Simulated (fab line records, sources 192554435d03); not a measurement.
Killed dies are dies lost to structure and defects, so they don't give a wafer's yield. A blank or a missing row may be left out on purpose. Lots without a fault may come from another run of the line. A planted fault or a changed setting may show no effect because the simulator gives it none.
Chamber matching | flow n5_finfet | N5_BEOL_M5_CURE_80 on uv_cure-03: 3 sister chambers
The step cures SiCOH lowk, time 120 s. 6 wafers are shown with their chamber, then 8 later ones without.

WAFERS WITH THEIR CHAMBER
wafer  | chamber | wafer_temp_C_max | lamp_power_pct (%)
L074.6 | 2       | 371.5            | 52.20
L085.5 | 1       | 373.6            | 52.33
L085.6 | 1       | 372.1            | 52.34
L086.4 | 0       | 370.8            | 52.33
L086.6 | 0       | 371.4            | 52.32
L089.1 | 2       | 372.1            | 52.32

WAFERS WITHOUT THEIR CHAMBER
wafer  | wafer_temp_C_max | lamp_power_pct (%)
L089.3 | 371.6            | 52.38
L089.4 | 372.0            | 52.40
L091.3 | 371.9            | 52.30
L091.4 | 371.6            | 52.25
L091.6 | 371.6            | 52.32
L097.2 | 372.6            | 52.35
L097.4 | 372.4            | 52.25
L097.5 | 371.8            | 52.23

WHICH CHAMBER EACH WENT THROUGH
wafer  | from the rows above          | in truth
L089.3 | can't be placed: 0 or 1 or 2 | 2
L089.4 | can't be placed: 1 or 0 or 2 | 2
L091.3 | can't be placed: 2 or 0 or 1 | 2
L091.4 | can't be placed: 2 or 0      | 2
L091.6 | can't be placed: 0 or 2 or 1 | 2
L097.2 | can't be placed: 1 or 2 or 0 | 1
L097.4 | can't be placed: 2 or 1 or 0 | 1
L097.5 | can't be placed: 2 or 0 or 1 | 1
Placed correctly: 0 of 8. Can't be placed from these rows: 8 (the true chamber is among the candidates in 8). Placed wrongly: 0.
How it was worked out, from the rows above alone: a wafer's distance from a chamber is the root of the sum, over the readings, of the square of ((its reading less the chamber's mean) divided by the reading's scatter). The wafer belongs to the nearest chamber; if the next one is less than 2 further off, it can't be placed. A chamber's mean is the mean of its shown wafers. The scatter: the root of (the sum of the squares of (reading less its chamber's mean) over the shown wafers, divided by (wafers less chambers)).
